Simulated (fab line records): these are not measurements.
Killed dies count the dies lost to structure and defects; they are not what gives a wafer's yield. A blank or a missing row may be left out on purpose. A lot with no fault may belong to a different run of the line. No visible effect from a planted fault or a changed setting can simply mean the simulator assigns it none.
Lot-split experiment | flow n5 finfet | on a route of 1938 steps: 7 lots, 21 wafers read

## ON THE SPLIT
At N5_FIN_CUT_EXPOSE_05 (exposes mask FIN CUT), the setting dose mj was moved away from the recipe's 45.75 on 7 of the 21 wafers read, by -6.3% to +6.1%. All remaining wafers had this setting at the recipe value.

## FROM THE SPLIT TO THE READING: what the file shows between them, 2 steps
- N5_FIN_CUT_PEB_06: peb time 60 s
- N5_FIN_CUT_DEVELOP_07: develop time 30 s

## THE READING
cd nm at N5_FIN_CUT_CD_MEAS_08, given in nm (cd target 29.1 nm). On this fab line, fault-free wafers typically give 29.03 nm with a standard deviation of 0.23 nm.

wafer  | tool, chamber at the split | dose mj as run | against the recipe | cd nm, nm | against lot-mates on the recipe
L076.2 | euv scanner-01, 0          | 45.75          | recipe             | 29.12     | -
L076.3 | euv scanner-01, 0          | 45.75          | recipe             | 28.80     | -
L076.6 | euv scanner-01, 0          | 45.75          | recipe             | 29.18     | -
L077.2 | euv scanner-01, 0          | 45.75          | recipe             | 28.92     | -
L077.5 | euv scanner-01, 0          | 45.75          | recipe             | 29.32     | -
L077.6 | euv scanner-01, 0          | 45.75          | recipe             | 28.62     | -
L084.2 | euv scanner-01, 0          | 45.75          | recipe             | 29.10     | -
L084.4 | euv scanner-01, 0          | 45.75          | recipe             | 28.91     | -
L084.6 | euv scanner-01, 0          | 45.75          | recipe             | 29.03     | -
L086.1 | euv scanner-02, 0          | 48.1           | +5.1%              | 29.77     | +0.51
L086.3 | euv scanner-02, 0          | 48.1           | +5.1%              | 29.88     | +0.62
L086.5 | euv scanner-02, 0          | 45.75          | recipe             | 29.26     | -
L087.1 | euv scanner-01, 0          | 48.52          | +6.1%              | 29.98     | +1.04
L087.2 | euv scanner-01, 0          | 48.52          | +6.1%              | 29.87     | +0.93
L087.5 | euv scanner-01, 0          | 45.75          | recipe             | 28.94     | -
L094.1 | euv scanner-02, 0          | 48.44          | +5.9%              | 30.31     | +1.35
L094.5 | euv scanner-02, 0          | 45.75          | recipe             | 28.92     | -
L094.6 | euv scanner-02, 0          | 45.75          | recipe             | 29.00     | -
L096.3 | euv scanner-01, 0          | 42.89          | -6.3%              | 28.37     | -0.46
L096.4 | euv scanner-01, 0          | 42.89          | -6.3%              | 28.07     | -0.76
L096.6 | euv scanner-01, 0          | 45.75          | recipe             | 28.83     | -

FIT RESULTS
A straight line over all 21 wafers: cd nm changes by +0.153 nm for each +1% of dose mj; r = +0.94; the points scatter about the line by 0.2 nm.
The same after taking each lot's own level away (the mean of its wafers on the recipe; 21 wafers): +0.136 nm for each +1%; r = +0.91; scatter 0.21 nm.
Per that fit: largest dose mj move, reading shift of 0.85 nm.
The span of the lots' own levels, 28.830 to 29.260 nm, comes to 1.9 times the standard deviation stated above.
Hence the slope depends on the lot-to-lot level, as the two fits are not the same.
Check: with one of the wafers moved furthest among these (-6.3%) left out of the fit, the line predicts -0.92 nm for it against its lot-mates. Against them it came out at -0.46 nm.

## THE WHOLE CHAIN: every reading that the file lists as answering this split, in the file's order
step                  | what it does                                                | reading                                                               | change (the file's fit)               | r (the file's)
N5_FIN_CUT_CD_MEAS_08 | target cd 29.1 nm                                           | cd nm                                                                 | +0.151 nm for each +1% of the setting | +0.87
N5_FIN_CUT_ETCH_30    | etches underlayer in N2/H2, target depth 13 nm, time 10.4 s | FIN_CUT.cd offset nm (the simulator's own value, which no gauge read) | +0.18 nm for each +1% of the setting  | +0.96

## FILE'S OWN FIT
cd nm changes by +0.151 nm for each +1% of dose mj, r = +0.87.
